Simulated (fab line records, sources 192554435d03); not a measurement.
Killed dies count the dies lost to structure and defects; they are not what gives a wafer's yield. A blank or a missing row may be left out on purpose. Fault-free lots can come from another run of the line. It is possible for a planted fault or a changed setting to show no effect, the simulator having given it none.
Split-lot trial / flow n5_finfet / on a route of 1938 steps: 7 lots, 21 wafers read

== THE SPLIT ==
At N5_BEOL_M15_ILD_DEP_00 (deposits SiO2 from TEOS/O2, target thk 1629.3 nm, time 346.1 s), the setting time_s was moved away from the recipe's 346.1 s on 9 of the 21 wafers read, by -13.4% to +13.5%. For the rest of the wafers, this setting stayed at what the recipe calls for.

There is no step in the file separating the split from the reading.

== THE READING ==
M15_ILD_THK, in nm, at N5_BEOL_M15_THK_MEAS_01. Typical for fault-free wafers on this fab line: 1635 nm, with standard deviation 26 nm.

wafer=L077.2; tool, chamber at the split=pecvd-04, 2; time_s as run, s=346.1; against the recipe=recipe; M15_ILD_THK, nm=1651; against lot-mates on the recipe=-
wafer=L077.4; tool, chamber at the split=pecvd-04, 0; time_s as run, s=306.3; against the recipe=-11.5%; M15_ILD_THK, nm=1447; against lot-mates on the recipe=-204
wafer=L077.5; tool, chamber at the split=pecvd-04, 2; time_s as run, s=306.3; against the recipe=-11.5%; M15_ILD_THK, nm=1478; against lot-mates on the recipe=-173
wafer=L079.2; tool, chamber at the split=pecvd-04, 1; time_s as run, s=346.1; against the recipe=recipe; M15_ILD_THK, nm=1619; against lot-mates on the recipe=-
wafer=L079.3; tool, chamber at the split=pecvd-04, 2; time_s as run, s=373.4; against the recipe=+7.9%; M15_ILD_THK, nm=1750; against lot-mates on the recipe=+131
wafer=L079.6; tool, chamber at the split=pecvd-04, 1; time_s as run, s=373.4; against the recipe=+7.9%; M15_ILD_THK, nm=1791; against lot-mates on the recipe=+172
wafer=L078.1; tool, chamber at the split=pecvd-04, 2; time_s as run, s=299.6; against the recipe=-13.4%; M15_ILD_THK, nm=1451; against lot-mates on the recipe=-182
wafer=L078.2; tool, chamber at the split=pecvd-04, 1; time_s as run, s=346.1; against the recipe=recipe; M15_ILD_THK, nm=1667; against lot-mates on the recipe=-
wafer=L078.3; tool, chamber at the split=pecvd-04, 0; time_s as run, s=346.1; against the recipe=recipe; M15_ILD_THK, nm=1600; against lot-mates on the recipe=-
wafer=L081.3; tool, chamber at the split=pecvd-04, 1; time_s as run, s=377.6; against the recipe=+9.1%; M15_ILD_THK, nm=1770; against lot-mates on the recipe=+111
wafer=L081.5; tool, chamber at the split=pecvd-04, 1; time_s as run, s=346.1; against the recipe=recipe; M15_ILD_THK, nm=1659; against lot-mates on the recipe=-
wafer=L081.6; tool, chamber at the split=pecvd-04, 2; time_s as run, s=346.1; against the recipe=recipe; M15_ILD_THK, nm=1659; against lot-mates on the recipe=-
wafer=L093.1; tool, chamber at the split=pecvd-04, 2; time_s as run, s=346.1; against the recipe=recipe; M15_ILD_THK, nm=1643; against lot-mates on the recipe=-
wafer=L093.3; tool, chamber at the split=pecvd-04, 1; time_s as run, s=392.9; against the recipe=+13.5%; M15_ILD_THK, nm=1823; against lot-mates on the recipe=+180
wafer=L093.5; tool, chamber at the split=pecvd-04, 1; time_s as run, s=392.9; against the recipe=+13.5%; M15_ILD_THK, nm=1874; against lot-mates on the recipe=+231
wafer=L096.1; tool, chamber at the split=pecvd-01, 0; time_s as run, s=372.3; against the recipe=+7.6%; M15_ILD_THK, nm=1755; against lot-mates on the recipe=+116
wafer=L096.2; tool, chamber at the split=pecvd-01, 2; time_s as run, s=346.1; against the recipe=recipe; M15_ILD_THK, nm=1626; against lot-mates on the recipe=-
wafer=L096.5; tool, chamber at the split=pecvd-01, 2; time_s as run, s=346.1; against the recipe=recipe; M15_ILD_THK, nm=1653; against lot-mates on the recipe=-
wafer=L095.1; tool, chamber at the split=pecvd-04, 2; time_s as run, s=346.1; against the recipe=recipe; M15_ILD_THK, nm=1655; against lot-mates on the recipe=-
wafer=L095.2; tool, chamber at the split=pecvd-04, 0; time_s as run, s=346.1; against the recipe=recipe; M15_ILD_THK, nm=1612; against lot-mates on the recipe=-
wafer=L095.5; tool, chamber at the split=pecvd-04, 0; time_s as run, s=346.1; against the recipe=recipe; M15_ILD_THK, nm=1636; against lot-mates on the recipe=-

FIT RESULTS
A straight line over all 21 wafers: M15_ILD_THK changes by +15.2 nm for each +1% of time_s; r = +0.98; the points scatter about the line by 21 nm.
The same after taking each lot's own level away (the mean of its wafers on the recipe; 21 wafers): +15.4 nm for each +1%; r = +0.98; scatter 23 nm.
The reading moves by 2.1e+02 nm for the largest change in time_s, on that fit.
The lots' own levels span 1619.0 to 1659.0 nm, that is 1.5 times the standard deviation above.
The two slopes agree, so the slope changes little with the lot-to-lot level.
Check: with one of the wafers moved furthest among these (+13.5%) left out of the fit, the line predicts +217 nm for it against its lot-mates. It came out at +180 nm against them.

== THE WHOLE CHAIN: every reading that the file lists as answering this split, in the file's order ==
step=N5_BEOL_M15_ILD_DEP_00; what it does=deposits SiO2 from TEOS/O2, target thk 1629.3 nm, time 346.1 s; reading=SiO2_of_BEOL_M15_ILD_DEP_00.thk_nm (the simulator's own value, which no gauge read); change (the file's fit)=+15 nm for each +1% of the setting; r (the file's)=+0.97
step=N5_BEOL_M15_THK_MEAS_01; what it does=; reading=M15_ILD_THK; change (the file's fit)=+15 for each +1% of the setting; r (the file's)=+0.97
step=N5_BEOL_M15_VIA_ETCH_16; what it does=etches SiO2 in C4F8/O2/Ar, target depth 1792.2 nm; reading=etch.depth_nm (the simulator's own value, which no gauge read); change (the file's fit)=+15 nm for each +1% of the setting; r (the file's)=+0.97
step=N5_BEOL_M15_VIA_ETCH_16; what it does=etches SiO2 in C4F8/O2/Ar, target depth 1792.2 nm; reading=coat_of_BEOL_M15_COAT_04.thk_nm (the simulator's own value, which no gauge read); change (the file's fit)=-3.41 nm for each +1% of the setting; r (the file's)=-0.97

== THE FILE'S OWN FIT ==
M15_ILD_THK changes by +15 nm for each +1% of time_s, r = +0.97.
